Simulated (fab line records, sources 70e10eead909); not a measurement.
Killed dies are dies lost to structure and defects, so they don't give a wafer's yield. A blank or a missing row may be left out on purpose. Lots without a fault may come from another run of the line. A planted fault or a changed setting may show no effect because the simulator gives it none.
Chamber matching | flow nand_harc | NHARC_A_WL_FILL_ALD_02 on ald_metal-01: 4 sister chambers
The step deposits TiN, target thk 2 nm, pulse time 3 s, ald cycles 100. 8 wafers are shown with their chamber, then 9 later ones without.

WAFERS WITH THEIR CHAMBER
wafer  | chamber | heater_power_w (W) | precursor_pulse_height_rel
L075.3 | 3       | 988                | 1.017
L075.6 | 3       | 1029               | 1.018
L082.5 | 2       | 1181               | 0.989
L087.4 | 2       | 1175               | 0.978
L087.5 | 0       | 1176               | 1.011
L089.4 | 1       | 1205               | 1.020
L089.5 | 0       | 1131               | 1.009
L089.6 | 1       | 1240               | 1.024

WAFERS WITHOUT THEIR CHAMBER
wafer  | heater_power_w (W) | precursor_pulse_height_rel
L090.1 | 1190               | 0.979
L090.3 | 984                | 0.980
L090.5 | 1211               | 1.008
L093.1 | 1189               | 1.027
L093.2 | 1222               | 1.000
L093.5 | 1146               | 1.002
L097.3 | 992                | 1.028
L097.4 | 1151               | 1.023
L097.5 | 1224               | 1.031

WHICH CHAMBER EACH WENT THROUGH
wafer  | from the rows above          | in truth
L090.1 | 2                            | 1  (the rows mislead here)
L090.3 | can't be placed: 2 or 3      | 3
L090.5 | can't be placed: 0 or 1      | 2
L093.1 | 1                            | 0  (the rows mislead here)
L093.2 | can't be placed: 0 or 2 or 1 | 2
L093.5 | 0                            | 0
L097.3 | 3                            | 3
L097.4 | can't be placed: 1 or 0      | 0
L097.5 | 1                            | 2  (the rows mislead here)
Placed correctly: 2 of 9. Can't be placed from these rows: 4 (the true chamber is among the candidates in 3). Placed wrongly: 3.
How it was worked out, from the rows above alone: a wafer's distance from a chamber is the root of the sum, over the readings, of the square of ((its reading less the chamber's mean) divided by the reading's scatter). The wafer belongs to the nearest chamber; if the next one is less than 2 further off, it can't be placed. A chamber's mean is the mean of its shown wafers. The scatter: the root of (the sum of the squares of (reading less its chamber's mean) over the shown wafers, divided by (wafers less chambers)).
